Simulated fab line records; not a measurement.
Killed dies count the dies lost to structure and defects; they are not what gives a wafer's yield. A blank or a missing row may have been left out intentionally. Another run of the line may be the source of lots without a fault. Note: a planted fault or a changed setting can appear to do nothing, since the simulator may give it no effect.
Lot-split experiment :: flow n5Finfet :: on a route of 1938 steps: 7 lots, 21 wafers read

== ABOUT THE SPLIT ==
At N5_FIN_CUT_COAT_29 (time 60 s, resist thk 10 nm), the setting spinRpm was moved away from the recipe's 1500 rpm on 2 of the 21 wafers read, by -10.7% to +10.3%. All remaining wafers had this setting at the recipe value.

== FROM THE SPLIT TO THE READING: what the file shows between them, 4 steps ==
- N5_FIN_CUT_COAT_02: resist thk 30 nm
- N5_FIN_CUT_EBR_04
- N5_FIN_CUT_DESCUM_13: chemistry O2, time 7 s
- N5_FIN_CUT_ETCH_30: etches underlayer in N2/H2, target depth 13 nm, time 10.4 s

== THE READING ==
underlayer_of_FIN_CUT_COAT_29.thkNm (the simulator's own value, which no gauge read), in nm, at N5_FIN_CUT_ETCH_20 (etches SiARC in CF4, target depth 26 nm, time 43.3 s). The file gives no usual value for it. Across the 19 wafers here that went through the recipe, the average is 9.3 nm and the standard deviation 0.088 nm.

wafer: L074.1
tool, chamber at the split: lithoTrack-02, 0
spinRpm as run, rpm: 1500
against the recipe: recipe
underlayer_of_FIN_CUT_COAT_29.thkNm, nm: 9.2
against lot-mates on the recipe: -

wafer: L074.2
tool, chamber at the split: lithoTrack-02, 0
spinRpm as run, rpm: 1500
against the recipe: recipe
underlayer_of_FIN_CUT_COAT_29.thkNm, nm: 9.2
against lot-mates on the recipe: -

wafer: L074.6
tool, chamber at the split: lithoTrack-02, 0
spinRpm as run, rpm: 1500
against the recipe: recipe
underlayer_of_FIN_CUT_COAT_29.thkNm, nm: 9.2
against lot-mates on the recipe: -

wafer: L076.1
tool, chamber at the split: lithoTrack-02, 0
spinRpm as run, rpm: 1500
against the recipe: recipe
underlayer_of_FIN_CUT_COAT_29.thkNm, nm: 9.4
against lot-mates on the recipe: -

wafer: L076.3
tool, chamber at the split: lithoTrack-02, 0
spinRpm as run, rpm: 1654
against the recipe: +10.3%
underlayer_of_FIN_CUT_COAT_29.thkNm, nm: 8.8
against lot-mates on the recipe: -0.5

wafer: L076.6
tool, chamber at the split: lithoTrack-02, 0
spinRpm as run, rpm: 1500
against the recipe: recipe
underlayer_of_FIN_CUT_COAT_29.thkNm, nm: 9.2
against lot-mates on the recipe: -

wafer: L079.2
tool, chamber at the split: lithoTrack-02, 0
spinRpm as run, rpm: 1500
against the recipe: recipe
underlayer_of_FIN_CUT_COAT_29.thkNm, nm: 9.4
against lot-mates on the recipe: -

wafer: L079.4
tool, chamber at the split: lithoTrack-02, 0
spinRpm as run, rpm: 1500
against the recipe: recipe
underlayer_of_FIN_CUT_COAT_29.thkNm, nm: 9.4
against lot-mates on the recipe: -

wafer: L079.6
tool, chamber at the split: lithoTrack-02, 0
spinRpm as run, rpm: 1500
against the recipe: recipe
underlayer_of_FIN_CUT_COAT_29.thkNm, nm: 9.4
against lot-mates on the recipe: -

wafer: L081.3
tool, chamber at the split: lithoTrack-04, 0
spinRpm as run, rpm: 1500
against the recipe: recipe
underlayer_of_FIN_CUT_COAT_29.thkNm, nm: 9.2
against lot-mates on the recipe: -

wafer: L081.4
tool, chamber at the split: lithoTrack-04, 0
spinRpm as run, rpm: 1500
against the recipe: recipe
underlayer_of_FIN_CUT_COAT_29.thkNm, nm: 9.2
against lot-mates on the recipe: -

wafer: L081.6
tool, chamber at the split: lithoTrack-04, 0
spinRpm as run, rpm: 1500
against the recipe: recipe
underlayer_of_FIN_CUT_COAT_29.thkNm, nm: 9.2
against lot-mates on the recipe: -

wafer: L094.1
tool, chamber at the split: lithoTrack-04, 0
spinRpm as run, rpm: 1340
against the recipe: -10.7%
underlayer_of_FIN_CUT_COAT_29.thkNm, nm: 9.8
against lot-mates on the recipe: +0.6

wafer: L094.3
tool, chamber at the split: lithoTrack-04, 0
spinRpm as run, rpm: 1500
against the recipe: recipe
underlayer_of_FIN_CUT_COAT_29.thkNm, nm: 9.2
against lot-mates on the recipe: -

wafer: L094.6
tool, chamber at the split: lithoTrack-04, 0
spinRpm as run, rpm: 1500
against the recipe: recipe
underlayer_of_FIN_CUT_COAT_29.thkNm, nm: 9.2
against lot-mates on the recipe: -

wafer: L095.1
tool, chamber at the split: lithoTrack-04, 0
spinRpm as run, rpm: 1500
against the recipe: recipe
underlayer_of_FIN_CUT_COAT_29.thkNm, nm: 9.2
against lot-mates on the recipe: -

wafer: L095.4
tool, chamber at the split: lithoTrack-04, 0
spinRpm as run, rpm: 1500
against the recipe: recipe
underlayer_of_FIN_CUT_COAT_29.thkNm, nm: 9.2
against lot-mates on the recipe: -

wafer: L095.5
tool, chamber at the split: lithoTrack-04, 0
spinRpm as run, rpm: 1500
against the recipe: recipe
underlayer_of_FIN_CUT_COAT_29.thkNm, nm: 9.2
against lot-mates on the recipe: -

wafer: L097.1
tool, chamber at the split: lithoTrack-02, 0
spinRpm as run, rpm: 1500
against the recipe: recipe
underlayer_of_FIN_CUT_COAT_29.thkNm, nm: 9.2
against lot-mates on the recipe: -

wafer: L097.2
tool, chamber at the split: lithoTrack-02, 0
spinRpm as run, rpm: 1500
against the recipe: recipe
underlayer_of_FIN_CUT_COAT_29.thkNm, nm: 9.2
against lot-mates on the recipe: -

wafer: L097.5
tool, chamber at the split: lithoTrack-02, 0
spinRpm as run, rpm: 1500
against the recipe: recipe
underlayer_of_FIN_CUT_COAT_29.thkNm, nm: 9.4
against lot-mates on the recipe: -

THE FIT
A straight line over all 21 wafers: underlayer_of_FIN_CUT_COAT_29.thkNm changes by -0.0478 nm for each +1% of spinRpm; r = -0.88; the points scatter about the line by 0.089 nm.
The same after taking each lot's own level away (the mean of its wafers on the recipe; 21 wafers): -0.0526 nm for each +1%; r = -0.96; scatter 0.051 nm.
According to that fit, moving spinRpm by its largest amount changes the reading by 0.56 nm.
Across the lots, their own levels run from 9.20 to 9.40 nm, a range of 2.3 times the standard deviation given above.
Consequently the slope shifts little with the lot-to-lot level, the two slopes agreeing.
Check: +0.519 nm against its lot-mates is what the line predicts for one of the wafers moved furthest among these (-10.7%) when that wafer is left out of the fit. Against them it came out at +0.6 nm.

== OTHER SPLITS ON THESE WAFERS ==
Before the reading, these wafers also passed through other splits. Each is held against what the fit with the lots' levels taken away leaves over:
other split on the same wafers: N5_FIN_SAQP_PECVD_06 timeS
wafers away from the commonest value: 9
r with underlayer_of_FIN_CUT_COAT_29.thkNm (lot level and that fit taken away): -0.18

== THE WHOLE CHAIN: every reading that the file lists as answering this split, in the file's order ==
step: N5_FIN_CUT_COAT_29
what it does: time 60 s, resist thk 10 nm
reading: underlayer_of_FIN_CUT_COAT_29.thkNm (the simulator's own value, which no gauge read)
change (the file's fit): -0.0479 nm for each +1% of the setting
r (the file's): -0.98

step: N5_FIN_CUT_ETCH_30
what it does: etches underlayer in N2/H2, target depth 13 nm, time 10.4 s
reading: etch.depthNm (the simulator's own value, which no gauge read)
change (the file's fit): -0.0505 nm for each +1% of the setting
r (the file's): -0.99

step: N5_FIN_CUT_ETCH_30
what it does: etches underlayer in N2/H2, target depth 13 nm, time 10.4 s
reading: CAR-EUV_of_FIN_CUT_COAT_02.thkNm (the simulator's own value, which no gauge read)
change (the file's fit): +0.0573 nm for each +1% of the setting
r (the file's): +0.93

step: N5_FIN_CUT_ETCH_20
what it does: etches SiARC in CF4, target depth 26 nm, time 43.3 s
reading: underlayer_of_FIN_CUT_COAT_29.thkNm (the simulator's own value, which no gauge read)
change (the file's fit): -0.0526 nm for each +1% of the setting
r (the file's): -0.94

== THE FILE'S OWN FIT ==
underlayer_of_FIN_CUT_COAT_29.thkNm changes by -0.0526 nm for each +1% of spinRpm, r = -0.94.
